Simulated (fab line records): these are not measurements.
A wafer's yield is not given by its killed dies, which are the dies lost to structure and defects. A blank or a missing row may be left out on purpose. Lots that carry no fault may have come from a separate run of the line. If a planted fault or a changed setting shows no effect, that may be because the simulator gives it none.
fab line records    flow n5Finfet
[record] lots = 6  wafers = 18  lastDay = 18
route steps=1938 shown HKMG_FIN@409 BEOL_M4@1111
lots that met no fault: taken from a fault-free run of the same line
startH: the number of hours between the record's first day and the start of the first shown wafer of the lot    waitH: time in hours since the lot's previous step    " repeats the value in the row above    L1.1+2: several wafers, shown together as one row    - no value present, or no start provided    * or withheld: withheld    < > ~ a bound
route shown NAME@n: names a module that has steps shown in the file, with the first one's number in the route    usual: mean and standard deviation over wafers with no fault    same: alike in all rows    chamber/n: place in a boat    sites: readings site by site    _std_site: the standard deviation of these    _edge_site: outer sites' mean less inner sites'    radiusMm: how far each site lies from the wafer's centre    mask NAME#n: copy n    behind: the tool/chamber that last shaped the wafer    hold: why the lot went on hold/how many hours it stayed there/how the hold came to an end    device: names the non-switching transistor (n, p or np)    end of line: the route-end tests of the same wafers    a step with no rows: only its recipe    killed: dies lost to structure and defects at the first sort, not the wafer's yield    map: shows each die of a wafer: x if killed, . if not, _ if none is there
set.NAME: the setting as run; set.NAME@STEP: as run at that earlier step    model.NAME: the simulator's own value behind a step, which no gauge read
lots at selected steps of the route; one table per step, one row per wafer
services: a tool's chamber out of use, with start hour (startH, from the record's first day; less than 0 if before it), hours out, and reason
[[steps]]
[step N5_HKMG_FIN_STRIP_60]
[recipe] chemistry = N2/H2  powerW = 2500  tempC = 300  h2Frac = 0.65  timeS = 360  pressureMtorr = withheld  n2FlowSccm = 1750  h2FlowSccm = 3250
[usual] drypumpMotorCurrentA = 5.77/0.28  heaterPowerW = 470/45  tempC = 300.00/0.21
lot.wafer  tool            chamber  startH  waitH  drypumpMotorCurrentA  heaterPowerW  rfHoursCounterH  tempC
L557.2     plasmaAsher-01  1        90.21   0.0    5.46                  426           94               299.91
L557.3     "               0        "       "      6.23                  521           -                300.47
L557.5     "               1        "       "      5.45                  425           -                299.87
L560.2     plasmaAsher-01  1        110.18  0.0    5.44                  409           98               299.59
L560.4     "               0        "       "      6.22                  532           -                299.74
L560.5     "               1        "       "      5.47                  417           -                299.64
L564.1     plasmaAsher-01  0        132.14  0.0    6.25                  527           103              299.94
L564.5     "               1        "       "      5.45                  425           -                299.83
L564.6     "               0        "       "      6.21                  531           -                299.99
L568.1     plasmaAsher-02  1        158.76  0.0    5.62                  506           52               300.25
L568.3     "               0        "       "      5.81                  434           -                300.13
L568.6     "               0        "       "      5.80                  427           -                300.02
L576.2     plasmaAsher-02  0        207.32  0.0    5.81                  424           62               299.72
L576.3     "               1        "       "      5.62                  511           -                299.97
L576.6     "               0        "       "      5.82                  430           -                299.77
L577.2     plasmaAsher-02  0        214.90  0.0    5.77                  429           63               300.27
L577.3     "               0        "       "      5.81                  431           -                299.95
L577.4     "               1        "       "      5.62                  500           -                299.91
[step N5_HKMG_FIN_WET_ETCH_77]
[recipe] chemistry = dHCl  mix = 1:10000  tempC = 25  target = La2O3  stopOn = HfO2  targetDepthNm = 2
[step N5_HKMG_FIN_WET_ETCH_78]
[recipe] chemistry = dNH4OH  mix = 1:50  tempC = 25  target = Al2O3  stopOn = La2O3  targetDepthNm = 4.5  dry = ipaMarangoni  rinseTimeS = 30  rinseTempC = 23
[step N5_HKMG_FIN_ALD_79]
[recipe] material = TiN  targetThkA = 15  tempC = 400  aldPrecursorFamily = TiCl4  aldCoReactant = NH3  pulseTimeS = 1  purgeTimeS = 3  coReactantPurgeTimeS = 2  coReactantPulseTimeS = 2  aldCycles = 68  pressureTorr = 3
[usual] chamberPressureTorr = 3.001/0.0055  coReactantPulseTimeS = 2/0  heaterPowerW = 940/100  precursorPulseHeightRel = 1.002/0.019
[same] pulseTimeS = 1
lot.wafer  tool         chamber  startH  waitH  chamberPressureTorr  coReactantPulseTimeS  heaterPowerW  precursorPulseHeightRel
L557.2     aldMetal-03  1        90.70   0.0    2.999                2                     1063          0.991
L557.3     "            3        "       "      3.010                2                     1046          0.994
L557.5     "            3        "       "      3.007                2                     1006          0.983
L560.2     aldMetal-04  1        110.68  0.0    3.004                2                     977           1.014
L560.4     "            3        "       "      2.994                2                     1050          1.014
L560.5     "            0        "       "      3.003                2                     834           1.012
L564.1     aldMetal-04  3        132.65  0.1    2.998                2                     1072          1.013
L564.5     "            0        "       "      3.007                2                     845           1.001
L564.6     "            1        "       "      3.003                2                     950           0.986
L568.1     aldMetal-03  2        159.27  0.0    2.992                2                     923           1.001
L568.3     "            3        "       "      3.001                2                     1012          1.011
L568.6     "            2        "       "      3.002                2                     891           0.985
L576.2     aldMetal-04  3        207.81  0.0    3.000                2                     1038          0.978
L576.3     "            0        "       "      3.011                2                     858           1.023
L576.6     "            2        "       "      3.002                2                     1027          1.002
L577.2     aldMetal-01  1        215.39  0.0    3.004                2                     863           1.023
L577.3     "            0        "       "      3.001                2                     860           1.014
L577.4     "            2        "       "      3.000                2                     1067          0.990
[step N5_HKMG_FIN_CVD_62]
[recipe] material = a-Si  targetThkA = 30  tempC = 500  precursor = Si2H6  pressureTorr = 1  timeS = 20.8
[usual] chamberPressureTorr = 0.9998/0.0026  heaterPowerW = 1456/100
lot.wafer  tool             chamber  startH  waitH  chamberPressureTorr  heaterPowerW
L557.2     thermalCvdSi-01  2        91.06   0.2    1.0003               1604
L557.3     "                1        "       "      1.0033               1356
L557.5     "                0        "       "      1.0006               1327
L560.2     thermalCvdSi-02  2        111.04  0.2    0.9987               1483
L560.4     "                1        "       "      1.0015               1371
L560.5     "                0        "       "      1.0005               1535
L564.1     thermalCvdSi-02  2        133.01  0.2    1.0018               1445
L564.5     "                0        "       "      1.0032               1554
L564.6     "                2        "       "      1.0041               1488
L568.1     thermalCvdSi-02  2        159.64  0.2    1.0011               1512
L568.3     "                0        "       "      1.0016               1532
L568.6     "                0        "       "      0.9983               1569
L576.2     thermalCvdSi-02  0        208.17  0.2    1.0013               1499
L576.3     "                1        "       "      1.0010               1379
L576.6     "                0        "       "      1.0009               1548
L577.2     thermalCvdSi-01  1        215.75  0.2    0.9989               1398
L577.3     "                0        "       "      0.9986               1361
L577.4     "                0        "       "      0.9989               1362
[step N5_HKMG_FIN_RTA_80]
[recipe] tempC = withheld  timeS = 2  ambient = N2  idleTempC = 600  rampUpCPerS = 150  rampDownCPerS = 60  coolToC = 600
[step N5_HKMG_FIN_PRECLEAN_64]
[recipe] chemistry = dHF  timeS = 30  tempC = 25  dilution = withheld
[step N5_HKMG_FIN_WET_ETCH_65]
[recipe] chemistry = TMAH  tempC = 70  concWtPct = 5  target = a-Si  stopOn = TiN  timeS = 49  targetDepthNm = 3
[step N5_HKMG_FIN_WET_ETCH_81]
[recipe] chemistry = SC1  target = TiN  stopOn = HfO2  mix = 1:1:5  tempC = 60  timeS = 57  targetDepthNm = 6
[step N5_HKMG_FIN_WET_ETCH_82]
[recipe] chemistry = dHCl  mix = 1:10000  tempC = 25  target = La2O3  stopOn = HfO2  targetDepthNm = 2  dry = ipaMarangoni  rinseTimeS = 30  rinseTempC = 23
[step N5_HKMG_FIN_ALD_36]
[recipe] material = TiN  targetThkA = 10  tempC = 400  aldPrecursorFamily = TiCl4  aldCoReactant = NH3  pulseTimeS = 1  purgeTimeS = 3  coReactantPurgeTimeS = 2  coReactantPulseTimeS = 2  aldCycles = 47  pressureTorr = 3
[usual] chamberPressureTorr = 3.001/0.0069  coReactantPulseTimeS = 2/0  heaterPowerW = 937/100  precursorPulseHeightRel = 0.998/0.02
[same] pulseTimeS = 1
lot.wafer  tool         chamber  startH  waitH  chamberPressureTorr  coReactantPulseTimeS  heaterPowerW  precursorPulseHeightRel
L557.2     aldMetal-04  3        91.46   0.0    3.006                2                     1015          0.978
L557.3     "            0        "       "      3.008                2                     843           0.983
L557.5     "            0        "       "      3.000                2                     814           0.975
L560.2     aldMetal-03  3        111.44  0.0    2.993                2                     1029          0.999
L560.4     "            0        "       "      2.985                2                     740           1.020
L560.5     "            3        "       "      2.989                2                     1043          0.972
L564.1     aldMetal-03  1        133.42  0.0    3.009                2                     1052          0.999
L564.5     "            0        "       "      2.996                2                     731           0.972
L564.6     "            1        "       "      2.991                2                     1061          1.000
L568.1     aldMetal-01  3        160.28  0.0    2.999                2                     877           0.959
L568.3     "            0        "       "      3.008                2                     851           1.019
L568.6     "            2        "       "      3.005                2                     1044          1.011
L576.2     aldMetal-04  2        208.57  0.0    3.005                2                     1011          0.993
L576.3     "            3        "       "      2.998                2                     1022          0.979
L576.6     "            3        "       "      2.999                2                     1055          0.982
L577.2     aldMetal-04  2        216.39  0.0    2.993                2                     997           0.991
L577.3     "            0        "       "      3.000                2                     842           1.033
L577.4     "            3        "       "      3.007                2                     1038          0.977
[step N5_HKMG_FIN_THK_MEAS_70]
[recipe] thkMeasGauge = xrf  reads = HfO2_of_HKMG_FIN_HK_ALD_01
[usual] HK_THK = 1.616/0.02
lot.wafer  tool          chamber  startH  waitH  HK_THK[nm]
L557.2     filmMetro-01  -        91.74   0.2    1.636
L557.3     "             -        "       "      1.600
L557.5     "             -        "       "      1.621
L560.2     filmMetro-01  -        111.72  0.2    1.627
L560.4     "             -        "       "      1.623
L560.5     "             -        "       "      1.629
L564.1     filmMetro-01  -        133.70  0.2    1.614
L564.5     "             -        "       "      1.638
L564.6     "             -        "       "      1.638
L568.1     filmMetro-02  -        160.56  0.2    1.595
L568.3     "             -        "       "      1.597
L568.6     "             -        "       "      1.610
L576.2     filmMetro-02  -        208.85  0.2    1.619
L576.3     "             -        "       "      1.617
L576.6     "             -        "       "      1.587
L577.2     filmMetro-02  -        216.68  0.2    1.641
L577.3     "             -        "       "      1.630
L577.4     "             -        "       "      1.619
[step N5_HKMG_FIN_PWFM_ALD_03]
[recipe] material = TiN  targetThkA = 20  tempC = 400  aldPrecursorFamily = TiCl4  aldCoReactant = NH3  pulseTimeS = 1  purgeTimeS = 3  coReactantPurgeTimeS = 2  coReactantPulseTimeS = 2  aldCycles = 91  pressureTorr = 3
[usual] chamberPressureTorr = 2.999/0.0063  coReactantPulseTimeS = 2/0  heaterPowerW = 946/97  precursorPulseHeightRel = 1.000/0.019
[same] pulseTimeS = 1
lot.wafer  tool         chamber  startH  waitH  chamberPressureTorr  coReactantPulseTimeS  heaterPowerW  precursorPulseHeightRel
L557.2     aldMetal-04  2        91.78   0.0    2.999                2                     1030          0.992
L557.3     "            0        "       "      2.998                2                     857           0.950
L557.5     "            1        "       "      2.996                2                     957           1.024
L560.2     aldMetal-01  1        111.75  0.0    2.998                2                     870           1.004
L560.4     "            0        "       "      2.997                2                     877           1.004
L560.5     "            0        "       "      3.004                2                     866           0.989
L564.1     aldMetal-04  2        133.74  0.0    3.000                2                     1014          0.997
L564.5     "            3        "       "      3.001                2                     1039          1.010
L564.6     "            2        "       "      3.005                2.4646                1045          1.019
L568.1     aldMetal-04  2        160.60  0.0    2.997                2                     1021          0.996
L568.3     "            0        "       "      3.008                2                     847           1.008
L568.6     "            2        "       "      2.999                2.4646                1040          1.027
L576.2     aldMetal-03  3        208.89  0.0    2.995                2                     1043          1.018
L576.3     "            1        "       "      3.001                2                     1065          0.977
L576.6     "            2        "       "      2.998                2                     904           1.010
L577.2     aldMetal-01  0        216.71  0.0    3.002                2                     876           1.011
L577.3     "            1        "       "      2.986                2                     874           1.019
L577.4     "            3        "       "      2.982                2                     889           1.012
[step N5_HKMG_FIN_COAT_29]
[recipe] resist = SOC  tempC = 250  timeS = 60  spinRpm = 1500  resistThkNm = 300
[step N5_BEOL_M4_RC_MEAS_101]
[usual] DIBL_N = 36.0/2.5  DIBL_P = 36.7/3  IOFF_N = 0.16/0.043  IOFF_P = 0.21/0.049  ION_N = 673/15  ION_P = 461/9.8  SS_N = 71.5/0.83  SS_P = 73.4/0.83  VT_N = 250/4  VT_P = -251/4
lot.wafer  tool       chamber  startH  waitH  DIBL_N[mV/V]  DIBL_P[mV/V]  IOFF_N[nA/um]  IOFF_P[nA/um]  ION_N[uA/um]  ION_P[uA/um]  SS_N[mV/dec]  SS_P[mV/dec]  VT_N[mV]  VT_P[mV]
L557.2     prober-02  0        185.91  0.2    38.7          39.9          0.22           0.28           695           472           71.6          73.8          243       -246
L557.3     "          0        "       "      38.6          39.5          0.20           0.26           686           474           71.7          73.6          245       -244
L557.5     "          0        "       "      40.7          42.3          0.24           0.34           693           476           72.6          74.8          244       -242
L560.2     prober-01  0        200.08  0.2    33.9          35.4          0.13           0.19           667           466           71.1          73.3          251       -250
L560.4     "          0        "       "      35.2          36.0          0.14           0.19           657           449           70.9          73.2          252       -251
L560.5     "          0        "       "      36.3          38.9          0.17           0.27           671           465           70.7          74.9          247       -247
L564.1     prober-02  0        219.89  0.0    39.1          39.8          0.19           0.24           691           469           72.4          74.3          248       -252
L564.5     "          0        "       "      38.5          39.3          0.18           0.24           677           461           72.4          74.1          252       -250
L564.6     "          0        "       "      39.4          38.7          0.22           0.24           677           457           73.0          74.3          248       -250
L568.1     prober-01  0        243.35  0.0    35.8          35.2          0.14           0.22           662           460           71.2          72.4          251       -250
L568.3     "          0        "       "      36.8          36.6          0.16           0.24           666           466           72.1          74.7          251       -244
L568.6     "          0        "       "      38.0          38.2          0.19           0.27           680           470           71.3          73.8          247       -246
L576.2     prober-01  0        320.03  0.2    37.2          38.7          0.19           0.22           670           452           71.5          73.9          247       -249
L576.3     "          0        "       "      37.1          39.0          0.17           0.23           663           457           71.8          73.9          249       -250
L576.6     "          0        "       "      36.9          38.0          0.17           0.22           688           467           71.7          73.6          249       -250
L577.2     prober-01  0        325.48  0.2    35.5          36.3          0.13           0.16           666           456           71.7          72.6          255       -257
L577.3     "          0        "       "      36.5          37.3          0.14           0.17           651           443           71.4          73.3          255       -254
L577.4     "          0        "       "      30.5          30.2          0.08           0.10           635           435           69.7          71.2          258       -264
[[services]]
tool             chamber  startH  hours  kind
aldMetal-03      -        71.36   8.7    pm
plasmaAsher-01   -        75.48   0.7    repair
aldMetal-04      1        75.53   8.0    repair
aldMetal-04      2        99.21   25.3   repair
aldMetal-01      2        118.96  10.5   repair
aldMetal-04      -        124.50  0.8    repair
plasmaAsher-01   -        149.21  9.0    repair
plasmaAsher-02   -        150.35  2.0    repair
aldMetal-01      -        161.44  8.7    pm
thermalCvdSi-02  -        192.25  0.5    repair
aldMetal-03      -        195.59  0.6    repair
aldMetal-04      -        197.69  0.3    repair
aldMetal-03      -        203.08  0.5    repair
[[key]]
[firstSign] step = N5_HKMG_FIN_PWFM_ALD_03  reading = coReactantPulseTimeS  direction = up  sigmas = 99+  usual = *  struck = *
effect none on later readings
metAt N5_HKMG_FIN_PWFM_ALD_03
struckWafers L564.6,L568.6
onsetBetween 91.78 133.74
[fault] kind = processParameterDrift  tool = aldMetal-04  chamber = -  onsetH = 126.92  steps = N5_HKMG_FIN_PWFM_ALD_03  channel = coReactantPulseTimeS  offset = *  shape = step  endH = 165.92  scope = struckWafersOnly  actsIn = *  stated = *
